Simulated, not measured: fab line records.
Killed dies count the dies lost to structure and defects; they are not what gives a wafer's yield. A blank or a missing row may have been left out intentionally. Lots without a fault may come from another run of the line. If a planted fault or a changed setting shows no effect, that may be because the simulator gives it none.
A lot that was struck, set against a sound lot / flow n5-finfet / 38 steps out of a route of 1938
Sound: these wafers, L749.1, L749.2, L749.4. Struck: wafer L757.5. (L757.1 of the same lot was not struck and is left out.) The cause comes at the end.
At each step with rows: each side's tool, then ch and its chambers, then its first start. Under that, the readings that differ: sound wafers / struck wafers / difference of the means / sigmas: that difference in standard deviations of wafers without a fault.
alike: words and numbers the same on both sides, and readings whose means are apart by under 2 such deviations; not compared: readings that were withheld, readings missing a value for some wafer, numbers with overlapping values and no deviation given by the record, and bounds like >300 which may hide the same value.
Wherever a step has rows on one side only, a row that says differs or no value, or a row with sigmas, the two part there. When numbers do not overlap yet have no deviation, they are printed without sigmas and do not part them. A reading that every wafer of one side lacks parts them only if that side has two wafers or more.

first, 9 steps without rows for these wafers: N5_BEOL_M4_ANNEAL_95 (time 240 s); N5_BEOL_M4_SPUTTER_96 (material Cu, target thk 4.5 nm, time 8.29 s); N5_BEOL_M4_ECD_50 (material Cu, target thk 300 nm); N5_BEOL_M4_ANNEAL_51 (time 90 s); N5_BEOL_M4_CMP_52 (polishes, stops on SiOC, t overpolish 6.8 s, target thk 40 nm); N5_BEOL_M4_PRE_CLEAN_60 (time 15 s); N5_BEOL_M4_CO_CAP_55 (material Co, precursor CCTBA/H2, target thk 2 nm, time 102.1 s); N5_BEOL_M4_PRE_CLEAN_56 (time 15 s); N5_BEOL_M4_DEP_57 (deposits SiCN from 3MS/NH3, target thk 8 nm, time 14 s).
N5_BEOL_M4_RC_MEAS_101:
  sound on prober-02 ch 0, day 8 20:20; struck on prober-02 ch 0, day 11 11:02
  alike: DIBL_N, DIBL_P, IOFF_N, IOFF_P, ION_N, ION_P, SS_N, SS_P, VT_N, VT_P
then, 24 steps without rows for these wafers: N5_BEOL_M5_ILD_DEP_00 (deposits SiCOH lowk from DEMS/porogen, target thk 140.64 nm, time 25.9 s); N5_BEOL_M5_CURE_79 (cures SiCOH lowk, time 240 s); N5_BEOL_M5_PECVD_70 (deposits SiO2 from TEOS/O2, target thk 16 nm, time 18 s); N5_BEOL_M5_HM_DEP_02 (deposits TiN, target thk 20 nm); N5_BEOL_M5_COAT_59 (time 60 s, resist thk 60 nm); N5_BEOL_M5_COAT_60 (time 60 s, resist thk 12 nm); N5_BEOL_M5_COAT_71 (time 60 s, resist thk 5 nm); N5_BEOL_M5_COAT_05 (resist thk 30 nm); N5_BEOL_M5_EBR_07; N5_BEOL_M5_SOFTBAKE_06 (time 60 s); N5_BEOL_M5_EXPOSE_08 (exposes mask M5, target cd 28 nm); N5_BEOL_M5_PEB_09 (peb time 60 s); N5_BEOL_M5_DEVELOP_10 (develop time 30 s); N5_BEOL_M5_DESCUM_16 (chemistry O2, time 7 s); N5_BEOL_M5_ETCH_72 (etches underlayer in N2/H2, target depth 6.5 nm, time 5.2 s); N5_BEOL_M5_ETCH_61 (etches SiARC in CF4, target depth 15.6 nm, time 26 s); N5_BEOL_M5_ETCH_62 (etches SOC in N2/H2, target depth 75 nm, overetch 15 nm, time 112.5 s); N5_BEOL_M5_STRIP_63 (strips in N2/H2); N5_BEOL_M5_STRIP_73 (strips in N2/H2); N5_BEOL_M5_STRIP_64 (strips in CF4); N5_BEOL_M5_HM_OPEN_17 (chemistry Cl2/BCl3, target TiN, target depth 20 nm, overetch 6 nm); N5_BEOL_M5_STRIP_19 (strips in O2); N5_BEOL_M5_COAT_65 (time 60 s, resist thk 60 nm); N5_BEOL_M5_COAT_66 (time 60 s, resist thk 12 nm).
N5_BEOL_M6_CMP_52: polishes, stops on SiCOH lowk, t overpolish 6.9 s, target thk 80 nm.
  sound on cmp-02 ch 0,1,3, day 9 18:57; struck on cmp-02 ch 0, day 12 08:00
reading=barrier-field-endpoint-s (s); sound=28.5 29.3 29.1; struck=46.7; difference=+17.7; sigmas=+21
reading=overpolish-run-s (s); sound=6.909 6.917 6.895; struck=0.040; difference=-6.867; sigmas=-99 or more
reading=time-to-endpoint-s (s); sound=63 62 66; struck=81; difference=+17; sigmas=+5
  alike: clearing-platen-rpm, head-pressure-psi, motor-current-A
N5_BEOL_M6_THK_MEAS_53: measures by xrf.
  sound on film-metro-02 at day 9 19:13; struck on film-metro-01 at day 12 08:17
reading=M6_THK (nm); sound=83.0 80.3 80.9; struck=199.0; difference=+117.6; sigmas=+62
N5_BEOL_M6_INSPECT_58: inspects for defects (darkfield).
  sound on defect-inspect-01 at day 9 19:22; struck on defect-inspect-01 at day 12 08:27
reading=raw-defect-count; sound=75 72 88; struck=1349; difference=+1271; sigmas=+58
-- a jump in the record: the struck wafers' starts before and after are 3 days apart (it breaks off in module BEOL_M6 and resumes in module PASSIVATION, where the first step shown is number 1936 of the route) --
N5_PASSIVATION_PROBE_49:
  only the struck wafers here have rows in the record (prober-01, day 15 15:46); the sound ones have none

WHERE THEY PART
Earliest at N5_BEOL_M6_CMP_52; latest, in this record, at N5_PASSIVATION_PROBE_49.

WHY: what had been put in by the simulator
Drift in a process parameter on cmp-02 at N5_BEOL_M6_CMP_52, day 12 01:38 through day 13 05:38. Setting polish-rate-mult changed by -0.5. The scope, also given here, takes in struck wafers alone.
